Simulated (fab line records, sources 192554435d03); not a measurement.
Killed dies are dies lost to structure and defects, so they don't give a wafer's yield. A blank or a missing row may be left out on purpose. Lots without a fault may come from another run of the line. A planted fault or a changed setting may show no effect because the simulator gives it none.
Chamber matching | flow n5_finfet | N5_BEOL_M4_DESCUM_33 on rie_diel-01: 4 sister chambers
The step chemistry O2, time 7 s. 27 wafers are shown with their chamber, then 12 later ones without.

WAFERS WITH THEIR CHAMBER
wafer  | chamber | throttle_valve_pct (%) | showerhead_plenum_p_Torr (Torr) | oes_product_au (a.u.)
L075.2 | 0       | 19.96                  | 2.24                            | 0.91
L075.4 | 2       | 20.09                  | 2.21                            | 0.84
L075.5 | 0       | 19.97                  | 2.24                            | 0.91
L076.3 | 2       | 20.10                  | 2.21                            | 0.83
L076.4 | 2       | 20.09                  | 2.21                            | 0.83
L076.5 | 0       | 19.98                  | 2.24                            | 0.89
L080.1 | 3       | 20.11                  | 2.13                            | 0.89
L080.2 | 2       | 20.12                  | 2.20                            | 0.81
L080.4 | 0       | 20.00                  | 2.23                            | 0.87
L082.3 | 1       | 20.49                  | 2.14                            | 0.70
L082.5 | 1       | 20.49                  | 2.14                            | 0.70
L082.6 | 2       | 20.14                  | 2.20                            | 0.81
L084.3 | 2       | 20.15                  | 2.20                            | 0.78
L084.5 | 3       | 20.13                  | 2.12                            | 0.85
L084.6 | 0       | 20.01                  | 2.22                            | 0.84
L085.3 | 1       | 20.51                  | 2.14                            | 0.70
L085.4 | 0       | 20.01                  | 2.22                            | 0.84
L085.6 | 1       | 20.52                  | 2.14                            | 0.70
L086.2 | 0       | 20.00                  | 2.22                            | 0.85
L086.3 | 2       | 20.17                  | 2.20                            | 0.78
L086.5 | 2       | 20.15                  | 2.20                            | 0.79
L089.2 | 2       | 20.16                  | 2.20                            | 0.78
L089.3 | 0       | 20.05                  | 2.22                            | 0.84
L089.5 | 2       | 20.16                  | 2.20                            | 0.78
L088.1 | 1       | 20.51                  | 2.14                            | 0.70
L088.3 | 2       | 20.16                  | 2.20                            | 0.78
L088.6 | 2       | 20.16                  | 2.20                            | 0.78

SIGNATURES (means of the wafers above)
reading                  | chamber 0 | chamber 1 | chamber 2 | chamber 3 | scatter within a chamber
throttle_valve_pct       | 19.9975   | 20.5040   | 20.1375   | 20.1200   | 0.0265
showerhead_plenum_p_Torr | 2.2288    | 2.1400    | 2.2025    | 2.1250    | 0.00647
oes_product_au           | 0.8688    | 0.7000    | 0.7992    | 0.8700    | 0.0243
Rule: a wafer's distance from a chamber is the root of the sum, over the readings, of the square of ((its reading less the chamber's mean) divided by the reading's scatter). The wafer belongs to the nearest chamber; if the next one is less than 2 further off, it can't be placed. The scatter: the root of (the sum of the squares of (reading less its chamber's mean) over the shown wafers, divided by (wafers less chambers)).

WAFERS WITHOUT THEIR CHAMBER
wafer  | throttle_valve_pct (%) | showerhead_plenum_p_Torr (Torr) | oes_product_au (a.u.)
L092.3 | 20.55                  | 2.14                            | 0.70
L092.4 | 20.02                  | 2.22                            | 0.84
L092.5 | 20.17                  | 2.19                            | 0.78
L093.1 | 20.03                  | 2.22                            | 0.84
L093.2 | 20.53                  | 2.14                            | 0.69
L093.6 | 20.16                  | 2.19                            | 0.77
L095.2 | 20.03                  | 2.22                            | 0.84
L095.3 | 20.16                  | 2.19                            | 0.78
L095.6 | 20.15                  | 2.12                            | 0.84
L097.1 | 20.19                  | 2.19                            | 0.76
L097.2 | 20.05                  | 2.22                            | 0.82
L097.4 | 20.05                  | 2.22                            | 0.82

WHICH CHAMBER EACH WENT THROUGH
wafer  | from the rows above     | in truth
L092.3 | 1                       | 1
L092.4 | 0                       | 0
L092.5 | 2                       | 2
L093.1 | 0                       | 0
L093.2 | 1                       | 1
L093.6 | 2                       | 2
L095.2 | 0                       | 0
L095.3 | 2                       | 2
L095.6 | 3                       | 3
L097.1 | 2                       | 2
L097.2 | can't be placed: 0 or 2 | 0
L097.4 | can't be placed: 0 or 2 | 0
Placed correctly: 10 of 12. Can't be placed from these rows: 2 (the true chamber is among the candidates in 2). Placed wrongly: 0.
